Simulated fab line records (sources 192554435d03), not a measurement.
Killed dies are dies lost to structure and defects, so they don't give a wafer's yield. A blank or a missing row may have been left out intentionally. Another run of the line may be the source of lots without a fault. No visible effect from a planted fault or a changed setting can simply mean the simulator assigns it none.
Chamber matching + flow n5 finfet + 3 sister chambers for N5_FIN_SAQP_HM_DEP_03 on pecvd-03
The step deposits SiNx from SiH4/NH3/N2, target thk 38 nm, time 33.6 s. 18 wafers are shown with their chamber, then 9 later ones without.

EACH WAFER AND ITS CHAMBER
| wafer  | chamber | showerhead plenum p Torr (Torr) | heater power w (W) | throttle valve pct (%) |
|--------|---------|---------------------------------|--------------------|------------------------|
| L074.1 | 0       | 5.10                            | 690                | 39.0                   |
| L074.2 | 2       | 5.18                            | 862                | 41.7                   |
| L074.6 | 0       | 5.10                            | 722                | 39.1                   |
| L076.3 | 0       | 5.10                            | 728                | 39.2                   |
| L076.4 | 1       | 5.15                            | 890                | 42.8                   |
| L076.5 | 1       | 5.16                            | 883                | 42.8                   |
| L080.3 | 2       | 5.17                            | 912                | 37.9                   |
| L080.4 | 1       | 5.16                            | 939                | 42.8                   |
| L080.5 | 0       | 5.09                            | 737                | 39.5                   |
| L086.1 | 0       | 5.10                            | 654                | 39.5                   |
| L086.2 | 2       | 5.17                            | 841                | 38.3                   |
| L086.3 | 1       | 5.15                            | 911                | 42.8                   |
| L086.4 | 2       | 5.15                            | 855                | 38.4                   |
| L086.5 | 0       | 5.09                            | 653                | 39.7                   |
| L086.6 | 1       | 5.16                            | 913                | 42.8                   |
| L087.2 | 1       | 5.16                            | 891                | 42.4                   |
| L087.3 | 2       | 5.18                            | 875                | 38.0                   |
| L087.4 | 2       | 5.17                            | 913                | 38.0                   |

SIGNATURES (means of the wafers above)
| reading                  | chamber 0 | chamber 1 | chamber 2 | scatter within a chamber |
|--------------------------|-----------|-----------|-----------|--------------------------|
| showerhead plenum p Torr | 5.0967    | 5.1567    | 5.1700    | 0.0076                   |
| heater power w           | 697.33    | 904.50    | 876.33    | 30.2                     |
| throttle valve pct       | 39.333    | 42.733    | 38.717    | 0.871                    |
Rule: distance of a wafer from a chamber = root of the sum over the readings of ((wafer's reading minus chamber's mean) / reading's scatter) squared. If the next closest chamber is less than 2 further off than the closest, the wafer can't be placed; otherwise it belongs to the closest. The scatter: the root of (the sum of the squares of (reading less its chamber's mean) over the shown wafers, divided by (wafers less chambers)).

WAFERS WITH NO CHAMBER GIVEN
| wafer  | showerhead plenum p Torr (Torr) | heater power w (W) | throttle valve pct (%) |
|--------|---------------------------------|--------------------|------------------------|
| L090.1 | 5.14                            | 887                | 42.9                   |
| L090.2 | 5.10                            | 602                | 39.4                   |
| L090.4 | 5.09                            | 599                | 39.5                   |
| L093.1 | 5.15                            | 948                | 42.5                   |
| L093.2 | 5.09                            | 706                | 39.7                   |
| L093.3 | 5.17                            | 877                | 38.3                   |
| L093.4 | 5.14                            | 779                | 42.7                   |
| L093.5 | 5.09                            | 710                | 39.7                   |
| L093.6 | 5.17                            | 891                | 38.4                   |

WHICH CHAMBER EACH WENT THROUGH
| wafer  | from the rows above | in truth |
|--------|---------------------|----------|
| L090.1 | 1                   | 1        |
| L090.2 | 0                   | 0        |
| L090.4 | 0                   | 0        |
| L093.1 | 1                   | 1        |
| L093.2 | 0                   | 0        |
| L093.3 | 2                   | 2        |
| L093.4 | 1                   | 1        |
| L093.5 | 0                   | 0        |
| L093.6 | 2                   | 2        |
Correct placement for 9 of the 9. Left unplaced by these rows: 0. Placed wrongly: 0.
